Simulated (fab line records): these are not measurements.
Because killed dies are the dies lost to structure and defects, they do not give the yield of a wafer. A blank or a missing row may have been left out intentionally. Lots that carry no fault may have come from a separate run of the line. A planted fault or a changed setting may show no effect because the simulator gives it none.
fab line records + flow n5_finfet
record:
- lots: 4
- wafers: 12
- last_day: 16
route steps=1938 shown GATE_CUT@507 MOL_CONTACT_COAG@517 BEOL_M4@1111
lots with no fault: from the same line, run without faults
start_h: the number of hours between the record's first day and the start of the first shown wafer of the lot + wait_h: hours elapsed since this lot's preceding step + " unchanged from the row above + L1.1+2: a single row standing in for several wafers + - either no value or no given start + * or withheld: withheld + < > ~ a bound
route shown NAME@n: names a module that has steps shown in the file, with the first one's number in the route + usual: the fault-free wafers' mean and standard deviation + same: alike in all rows + chamber/n: place in a boat + sites: per-site readings + _std_site: standard deviation across them + _edge_site: the outer-site mean with the inner-site mean subtracted + radius_mm: for every site, how far away it sits from the centre of the wafer + mask NAME#n: copy n + behind: the tool/chamber that last shaped the wafer + hold: what put the lot on hold/how long, in hours/how the hold closed + device: transistor that didn't switch, given as n, p or np + end of line: tests run on the same wafers once the route is complete + a step given without rows: its recipe and nothing more + killed: dies lost to structure and defects at the first sort, not the wafer's yield + map: a wafer's dies, x killed, . not, _ none there
set.NAME: the setting the step ran with; set.NAME@STEP: the setting that earlier step ran with + model.NAME: the simulator's own value behind a step, which no gauge read
certain route steps with their lots: each step a table, each wafer a row
services: when a tool's chamber went out of use (start_h, in hours from the record's first day, below 0 if earlier), for how many hours, and the reason
== steps ==
step: N5_GATE_CUT_STRIP_21
recipe:
- chemistry: N2/H2
- time_s: 30
- power_w: 1000
- temp_c: 250
- pressure_mtorr: withheld
- n2_flow_sccm: 1750
- h2_flow_sccm: 3250
step: N5_GATE_CUT_STRIP_29
recipe:
- chemistry: post_etch_residue_remover
- time_s: 60
- temp_c: 25
- remover_ph: withheld
- remover_water_wt_pct: withheld
- remover_fluoride_wt_pct: withheld
step: N5_GATE_CUT_SRD_52
recipe:
- dry: ipa_marangoni
- time_s: 30
- temp_c: 23
- rinse_liquid: diw
step: N5_GATE_CUT_ALD_22
recipe:
- material: SiNx
- target_thk_a: 160
- temp_c: 400
- ald_precursor_family: SiH2I2
- ald_co_reactant: N2/H2-plasma
- pulse_time_s: 1
- ald_cycles: 320
- purge_time_s: 2
- co_reactant_purge_time_s: 2
- pressure_torr: 2
step: N5_GATE_CUT_CMP_23
recipe:
- stop_on: SiO2
- t_overpolish_s: 23.4
- post_cmp_clean: alkaline_brush
- down_force_psi: 2.5
- platen_rpm: 51.8
- pad_velocity_m_s: 1.0307
- target_thk_nm: 16
step: N5_GATE_CUT_CMP_43
recipe:
- material: SiO2
- post_cmp_clean: rinse_only
step: N5_GATE_CUT_CMP_61
recipe:
- stop_on: SiNx
- t_overpolish_s: 3
- post_cmp_clean: alkaline_brush
- down_force_psi: 4
- platen_rpm: 27.09
- pad_velocity_m_s: 0.539
step: N5_MOL_CONTACT_COAG_COAT_103
recipe:
- resist: SOC
- temp_c: 250
- time_s: 60
- spin_rpm: 1500
- resist_thk_nm: 80
step: N5_MOL_CONTACT_COAG_COAT_104
recipe:
- resist: SiARC
- temp_c: 220
- time_s: 60
- spin_rpm: 1500
- resist_thk_nm: 12
step: N5_MOL_CONTACT_COAG_COAT_58
recipe:
- resist: underlayer
- temp_c: 205
- time_s: 60
- spin_rpm: 1500
- resist_thk_nm: 10
usual:
- heater_power_total_W: 391.7/1.3
- plate_temp_C: 204.97/0.16
| lot.wafer | tool           | chamber | start_h | wait_h | heater_power_total_W | plate_temp_C |
|-----------|----------------|---------|---------|--------|----------------------|--------------|
| L566.2    | litho_track-04 | 0       | 89.33   | -      | 390.5                | 204.96       |
| L566.4    | "              | 0       | "       | "      | 393.2                | 205.10       |
| L566.6    | "              | 0       | "       | "      | 390.3                | 204.97       |
| L572.2    | litho_track-04 | 0       | 123.37  | -      | 359.9                | 191.20       |
| L572.5    | "              | 0       | "       | "      | 359.2                | 190.96       |
| L572.6    | "              | 0       | "       | "      | 358.4                | 191.18       |
| L573.2    | litho_track-02 | 0       | 127.26  | -      | 391.5                | 204.83       |
| L573.3    | "              | 0       | "       | "      | 390.2                | 204.91       |
| L573.5    | "              | 0       | "       | "      | 392.3                | 204.99       |
| L578.2    | litho_track-04 | 0       | 160.75  | -      | 358.7                | 190.90       |
| L578.3    | "              | 0       | "       | "      | 358.5                | 190.98       |
| L578.6    | "              | 0       | "       | "      | 361.0                | 190.80       |
step: N5_MOL_CONTACT_COAG_COAT_02
recipe:
- resist: CAR-EUV
- spin_rpm: 1500
- resist_thk_nm: 30
step: N5_MOL_CONTACT_COAG_EBR_04
recipe:
- solvent: PGMEA
- ebr_width_mm: 1.5
step: N5_MOL_CONTACT_COAG_SOFTBAKE_03
recipe:
- temp_c: 110
- time_s: 60
- resist: CAR-EUV
step: N5_MOL_CONTACT_COAG_EXPOSE_05
recipe:
- mask_id: CA
- na: 0.33
- source_shape: annular
- sigma_inner: 0.4
- sigma_outer: 0.8
- polarization: unpolarized
- defocus_nm: 0
- dose_mj: 38.25
step: N5_MOL_CONTACT_COAG_PEB_06
recipe:
- peb_temp_c: 100
- peb_time_s: 60
- resist: CAR-EUV
step: N5_MOL_CONTACT_COAG_DEVELOP_07
recipe:
- develop_time_s: 30
- developer: TMAH
- resist: CAR-EUV
- rinse_liquid: surfactant_rinse
- dry: air_spin
- dev_temp_c: 23
step: N5_MOL_CONTACT_COAG_DESCUM_13
recipe:
- chemistry: O2
- time_s: 7
- source_power_w: 50
- bias_power_w: 20
- pressure_mtorr: 20
- rf_frequency_hz: 2.712e+07
- temp_c: 40
- resist: CAR-EUV
- o2_flow_sccm: 225
step: N5_MOL_CONTACT_COAG_ETCH_59
recipe:
- chemistry: N2/H2
- target: underlayer
- target_depth_a: 130
- mask_material: CAR-EUV
- time_s: 10.4
- ion_energy_ev: 200
- pressure_mtorr: 30
- source_w: 840
- bias_w: 150
- n2_flow_sccm: 200
- h2_flow_sccm: 200
- ends: cleared
usual:
- bias_w: 150.0/0.39
- drypump_motor_current_A: 5.6/0.52
- etch_rf_on_time_s: 10.41/0.18
- h2_flow_sccm: 200.1/0.58
- n2_flow_sccm: 200.0/0.59
- oes_product_au: 0.69/0.068
- rf_vpp_V: 524.1/2.7
- showerhead_plenum_p_Torr: 2.54/0.09
- throttle_valve_pct: 17.75/0.22
| lot.wafer | tool        | chamber | start_h | wait_h | bias_w | drypump_motor_current_A | etch_rf_on_time_s | h2_flow_sccm | n2_flow_sccm | oes_product_au | rf_hours_counter_h | rf_vpp_V | showerhead_plenum_p_Torr | throttle_valve_pct | model.etch.depth_nm |
|-----------|-------------|---------|---------|--------|--------|-------------------------|-------------------|--------------|--------------|----------------|--------------------|----------|--------------------------|--------------------|---------------------|
| L566.2    | rie_diel-03 | 1       | 89.75   | 0.0    | 150.6  | 6.3                     | 10.25             | 200.1        | 199.5        | 0.72           | 70                 | 525.4    | 2.56                     | 17.35              | 10.01               |
| L566.4    | "           | 2       | "       | "      | 150.0  | 5.6                     | 10.47             | 199.7        | 199.7        | 0.75           | 43                 | 522.8    | 2.47                     | 17.90              | 10                  |
| L566.6    | "           | 1       | "       | "      | 149.8  | 6.3                     | 10.32             | 200.5        | 199.9        | 0.71           | -                  | 525.8    | 2.56                     | 17.34              | 9.982               |
| L572.2    | rie_diel-04 | 0       | 123.98  | 0.0    | 150.4  | 4.9                     | 10.59             | 199.7        | 200.3        | 0.72           | 75                 | 522.0    | 2.46                     | 17.83              | 10.08               |
| L572.5    | "           | 1       | "       | "      | 150.3  | 5.7                     | 10.52             | 199.9        | 200.4        | 0.66           | -                  | 521.2    | 2.43                     | 17.46              | 10.09               |
| L572.6    | "           | 2       | "       | "      | 150.5  | 6.8                     | 10.90             | 200.1        | 199.0        | 0.58           | -                  | 522.1    | 2.52                     | 18.28              | 10.09               |
| L573.2    | rie_diel-04 | 3       | 128.05  | 0.0    | 149.7  | 5.8                     | 10.61             | 199.1        | 199.9        | 0.61           | 172                | 521.6    | 2.53                     | 17.58              | 10.04               |
| L573.3    | "           | 1       | "       | "      | 150.4  | 5.7                     | 10.55             | 199.4        | 200.3        | 0.65           | 161                | 521.5    | 2.43                     | 17.47              | 10.04               |
| L573.5    | "           | 0       | "       | "      | 150.1  | 5.0                     | 10.58             | 199.9        | 200.5        | 0.70           | -                  | 521.0    | 2.46                     | 17.83              | 10.06               |
| L578.2    | rie_diel-06 | 1       | 161.73  | 0.0    | 149.5  | 5.9                     | 10.10             | 199.2        | 199.4        | 0.80           | 28                 | 530.6    | 2.71                     | 17.71              | 10.08               |
| L578.3    | "           | 0       | "       | "      | 149.2  | 5.3                     | 10.40             | 199.4        | 200.4        | 0.82           | 8                  | 528.0    | 2.60                     | 17.78              | 10.05               |
| L578.6    | "           | 3       | "       | "      | 149.4  | 5.0                     | 10.01             | 200.2        | 199.9        | 0.82           | -                  | 528.5    | 2.69                     | 17.77              | 10.06               |
step: N5_MOL_CONTACT_COAG_ETCH_105
recipe:
- chemistry: CF4
- target: SiARC
- target_depth_a: 156
- mask_material: CAR-EUV
- time_s: 26
- ion_energy_ev: 80
- pressure_mtorr: 40
- source_w: 545
- bias_w: 36
- Ar_flow_sccm: 100
- cf4_flow_sccm: 100
- ends: cleared
step: N5_BEOL_M4_RC_MEAS_101
usual:
- DIBL_N: 36.0/2.2
- DIBL_P: 36.2/2.4
- IOFF_N: 0.16/0.035
- IOFF_P: 0.21/0.037
- ION_N: 672/13
- ION_P: 461/7
- SS_N: 71.4/0.69
- SS_P: 73.2/0.75
- VT_N: 250/3.4
- VT_P: -251/3
| lot.wafer | tool      | chamber | start_h | wait_h | DIBL_N[mV/V] | DIBL_P[mV/V] | IOFF_N[nA/um] | IOFF_P[nA/um] | ION_N[uA/um] | ION_P[uA/um] | SS_N[mV/dec] | SS_P[mV/dec] | VT_N[mV] | VT_P[mV] |
|-----------|-----------|---------|---------|--------|--------------|--------------|---------------|---------------|--------------|--------------|--------------|--------------|----------|----------|
| L566.2    | prober-01 | 0       | 205.17  | 0.2    | 36.3         | 36.5         | 0.16          | 0.20          | 671          | 455          | 72.0         | 73.4         | 250      | -253     |
| L566.4    | "         | 0       | "       | "      | 35.2         | 36.3         | 0.15          | 0.20          | 683          | 467          | 70.9         | 73.0         | 247      | -252     |
| L566.6    | "         | 0       | "       | "      | 36.4         | 37.6         | 0.18          | 0.21          | 677          | 460          | 72.2         | 73.9         | 244      | -252     |
| L572.2    | prober-01 | 0       | 235.24  | 0.2    | 34.4         | 35.1         | 0.12          | 0.18          | 659          | 460          | 70.6         | 72.7         | 252      | -253     |
| L572.5    | "         | 0       | "       | "      | 33.4         | 33.9         | 0.11          | 0.16          | 656          | 456          | 70.9         | 71.4         | 255      | -252     |
| L572.6    | "         | 0       | "       | "      | 34.6         | 34.9         | 0.13          | 0.18          | 675          | 465          | 70.5         | 72.5         | 251      | -252     |
| L573.2    | prober-02 | 0       | 235.85  | 0.2    | 37.9         | 39.0         | 0.19          | 0.27          | 677          | 463          | 71.8         | 74.1         | 246      | -249     |
| L573.3    | "         | 0       | "       | "      | 34.0         | 33.4         | 0.13          | 0.17          | 679          | 462          | 69.7         | 72.4         | 249      | -250     |
| L573.5    | "         | 0       | "       | "      | 38.6         | 39.8         | 0.23          | 0.29          | 692          | 477          | 71.1         | 74.2         | 241      | -245     |
| L578.2    | prober-02 | 0       | 271.29  | 0.2    | 37.4         | 36.5         | 0.17          | 0.20          | 677          | 461          | 70.9         | 73.8         | 249      | -253     |
| L578.3    | "         | 0       | "       | "      | 36.3         | 35.0         | 0.14          | 0.18          | 668          | 459          | 71.7         | 72.9         | 252      | -254     |
| L578.6    | "         | 0       | "       | "      | 37.8         | 37.1         | 0.17          | 0.21          | 687          | 464          | 71.2         | 73.6         | 248      | -250     |
== services ==
| tool        | chamber | start_h | hours | kind                          |
|-------------|---------|---------|-------|-------------------------------|
| rie_diel-06 | 3       | 70.48   | -     | clean                         |
| rie_diel-06 | 3       | 70.48   | -     | consumable_replace:focus_ring |
| rie_diel-06 | 3       | 70.48   | -     | consumable_replace:showerhead |
| rie_diel-06 | 3       | 70.48   | 28.0  | scheduled_down                |
| rie_diel-06 | 3       | 70.48   | 28.0  | vent_cycle                    |
| rie_diel-03 | 0       | 72.76   | 9.1   | repair                        |
| rie_diel-06 | -       | 74.08   | 0.7   | repair                        |
| rie_diel-06 | 0       | 112.78  | -     | clean                         |
| rie_diel-06 | 0       | 112.78  | -     | consumable_replace:focus_ring |
| rie_diel-06 | 0       | 112.78  | 17.8  | scheduled_down                |
| rie_diel-06 | 0       | 112.78  | 17.8  | vent_cycle                    |
| rie_diel-04 | 2       | 142.43  | 9.2   | repair                        |
== key ==
first_sign:
- step: N5_MOL_CONTACT_COAG_COAT_58
- reading: plate_temp_C
- direction: down
- sigmas: 90
- usual: *
- struck: *
effect:
- step: N5_MOL_CONTACT_COAG_COAT_58
- reading: heater_power_total_W
- direction: down
- sigmas: 25
- usual: *
- struck: *
model_effect:
- step: N5_MOL_CONTACT_COAG_ETCH_59
- value: etch.depth_nm
- without: 9.996
- struck: 10.07
met_at N5_MOL_CONTACT_COAG_COAT_58
struck_wafers L572.2,L572.5,L572.6,L578.2,L578.3,L578.6
onset_between 89.33 123.37
fault:
- kind: process_parameter_drift
- tool: litho_track-04
- chamber: -
- onset_h: 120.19
- steps: N5_MOL_CONTACT_COAG_COAT_58
- channel: temp_c
- offset: *
- shape: step
- end_h: 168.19
- acts_in: *
- stated: *
